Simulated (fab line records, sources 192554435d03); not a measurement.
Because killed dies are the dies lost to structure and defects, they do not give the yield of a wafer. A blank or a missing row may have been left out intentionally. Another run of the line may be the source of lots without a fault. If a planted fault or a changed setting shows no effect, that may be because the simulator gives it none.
Lot-split experiment / flow n5_finfet / 21 wafers read across 7 lots, on a route 1938 steps long

ABOUT THE SPLIT
At N5_BEOL_M2_ETCH_70 (etches SOC in N2/H2, target depth 80 nm, overetch 24 nm, time 130 s), the setting bias_w was moved away from the recipe's 150 W on 6 of the 21 wafers read, by -10.3% to +15.1%. For the rest of the wafers, this setting stayed at what the recipe calls for.

The reading comes from the split's own step.

THE READING
rf_vpp_V, in V, at N5_BEOL_M2_ETCH_70 (etches SOC in N2/H2, target depth 80 nm, overetch 24 nm, time 130 s). On this fab line, fault-free wafers typically give 523.7 V with a standard deviation of 2.3 V.

wafer=L074.1; tool, chamber at the split=rie_diel-03, 3; bias_w as run, W=150; against the recipe=recipe; rf_vpp_V, V=521.6; against lot-mates on the recipe=-
wafer=L074.5; tool, chamber at the split=rie_diel-03, 0; bias_w as run, W=134.6; against the recipe=-10.3%; rf_vpp_V, V=490.5; against lot-mates on the recipe=-31.1
wafer=L074.6; tool, chamber at the split=rie_diel-03, 1; bias_w as run, W=134.6; against the recipe=-10.3%; rf_vpp_V, V=489.0; against lot-mates on the recipe=-32.6
wafer=L075.3; tool, chamber at the split=rie_diel-03, 2; bias_w as run, W=150; against the recipe=recipe; rf_vpp_V, V=527.4; against lot-mates on the recipe=-
wafer=L075.4; tool, chamber at the split=rie_diel-03, 0; bias_w as run, W=166.1; against the recipe=+10.7%; rf_vpp_V, V=558.7; against lot-mates on the recipe=+32.2
wafer=L075.5; tool, chamber at the split=rie_diel-03, 2; bias_w as run, W=150; against the recipe=recipe; rf_vpp_V, V=525.6; against lot-mates on the recipe=-
wafer=L080.1; tool, chamber at the split=rie_diel-03, 0; bias_w as run, W=162.2; against the recipe=+8.1%; rf_vpp_V, V=548.8; against lot-mates on the recipe=+26.7
wafer=L080.2; tool, chamber at the split=rie_diel-03, 3; bias_w as run, W=150; against the recipe=recipe; rf_vpp_V, V=522.1; against lot-mates on the recipe=-
wafer=L080.3; tool, chamber at the split=rie_diel-03, 2; bias_w as run, W=162.2; against the recipe=+8.1%; rf_vpp_V, V=553.0; against lot-mates on the recipe=+30.9
wafer=L084.2; tool, chamber at the split=rie_diel-05, 3; bias_w as run, W=150; against the recipe=recipe; rf_vpp_V, V=525.7; against lot-mates on the recipe=-
wafer=L084.3; tool, chamber at the split=rie_diel-05, 1; bias_w as run, W=150; against the recipe=recipe; rf_vpp_V, V=523.9; against lot-mates on the recipe=-
wafer=L084.5; tool, chamber at the split=rie_diel-05, 0; bias_w as run, W=150; against the recipe=recipe; rf_vpp_V, V=519.4; against lot-mates on the recipe=-
wafer=L089.2; tool, chamber at the split=rie_diel-05, 3; bias_w as run, W=150; against the recipe=recipe; rf_vpp_V, V=525.8; against lot-mates on the recipe=-
wafer=L089.5; tool, chamber at the split=rie_diel-05, 0; bias_w as run, W=172.7; against the recipe=+15.1%; rf_vpp_V, V=568.1; against lot-mates on the recipe=+43.0
wafer=L089.6; tool, chamber at the split=rie_diel-05, 3; bias_w as run, W=150; against the recipe=recipe; rf_vpp_V, V=524.4; against lot-mates on the recipe=-
wafer=L091.4; tool, chamber at the split=rie_diel-03, 0; bias_w as run, W=150; against the recipe=recipe; rf_vpp_V, V=523.6; against lot-mates on the recipe=-
wafer=L091.5; tool, chamber at the split=rie_diel-03, 2; bias_w as run, W=150; against the recipe=recipe; rf_vpp_V, V=526.3; against lot-mates on the recipe=-
wafer=L091.6; tool, chamber at the split=rie_diel-03, 1; bias_w as run, W=150; against the recipe=recipe; rf_vpp_V, V=522.3; against lot-mates on the recipe=-
wafer=L095.3; tool, chamber at the split=rie_diel-05, 0; bias_w as run, W=150; against the recipe=recipe; rf_vpp_V, V=528.3; against lot-mates on the recipe=-
wafer=L095.4; tool, chamber at the split=rie_diel-05, 2; bias_w as run, W=150; against the recipe=recipe; rf_vpp_V, V=527.7; against lot-mates on the recipe=-
wafer=L095.5; tool, chamber at the split=rie_diel-05, 1; bias_w as run, W=150; against the recipe=recipe; rf_vpp_V, V=522.0; against lot-mates on the recipe=-

THE FIT
A straight line over all 21 wafers: rf_vpp_V changes by +3.17 V for each +1% of bias_w; r = +0.99; the points scatter about the line by 2.6 V.
The same after taking each lot's own level away (the mean of its wafers on the recipe; 21 wafers): +3.08 V for each +1%; r = +0.99; scatter 2.4 V.
Per that fit: largest bias_w move, reading shift of 47 V.
The span of the lots' own levels, 521.60 to 526.50 V, comes to 2.1 times the standard deviation stated above.
So the lot-to-lot level changes the slope little: the two slopes agree.
Check: with one of the wafers moved furthest among these (+15.1%) left out of the fit, the line predicts +48.7 V for it against its lot-mates. It came out at +43 V against them.
Tool readings at the split's step, against how far the setting was moved: rf_vpp_V r = +0.99.

FURTHER SPLITS ON THESE WAFERS
Before the reading, these wafers also passed through other splits. Each is held against what the fit with the lots' levels taken away leaves over:
other split on the same wafers=N5_BEOL_M0_SAQP_PECVD_04 time_s; wafers away from the commonest value=4; r with rf_vpp_V (lot level and that fit taken away)=+0.04
other split on the same wafers=N5_BEOL_M0_CUTY_COAT_50 spin_rpm; wafers away from the commonest value=3; r with rf_vpp_V (lot level and that fit taken away)=-0.30
other split on the same wafers=N5_BEOL_M1_PECVD_72 time_s; wafers away from the commonest value=8; r with rf_vpp_V (lot level and that fit taken away)=-0.17
other split on the same wafers=N5_BEOL_M1_COAT_05 spin_rpm; wafers away from the commonest value=8; r with rf_vpp_V (lot level and that fit taken away)=-0.28
other split on the same wafers=N5_BEOL_M1_SPUTTER_48 time_s; wafers away from the commonest value=5; r with rf_vpp_V (lot level and that fit taken away)=-0.22

THE WHOLE CHAIN: every reading that the file lists as answering this split, in the file's order
step=N5_BEOL_M2_ETCH_70; what it does=etches SOC in N2/H2, target depth 80 nm, overetch 24 nm, time 130 s; reading=rf_vpp_V; change (the file's fit)=+3.02 V for each +1% of the setting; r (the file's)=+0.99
step=N5_BEOL_M2_ETCH_70; what it does=etches SOC in N2/H2, target depth 80 nm, overetch 24 nm, time 130 s; reading=SiARC_of_BEOL_M2_COAT_68.thk_nm (the simulator's own value, which no gauge read); change (the file's fit)=-0.0659 nm for each +1% of the setting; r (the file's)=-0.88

THE FILE'S OWN FIT
rf_vpp_V changes by +3.02 V for each +1% of bias_w, r = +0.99.
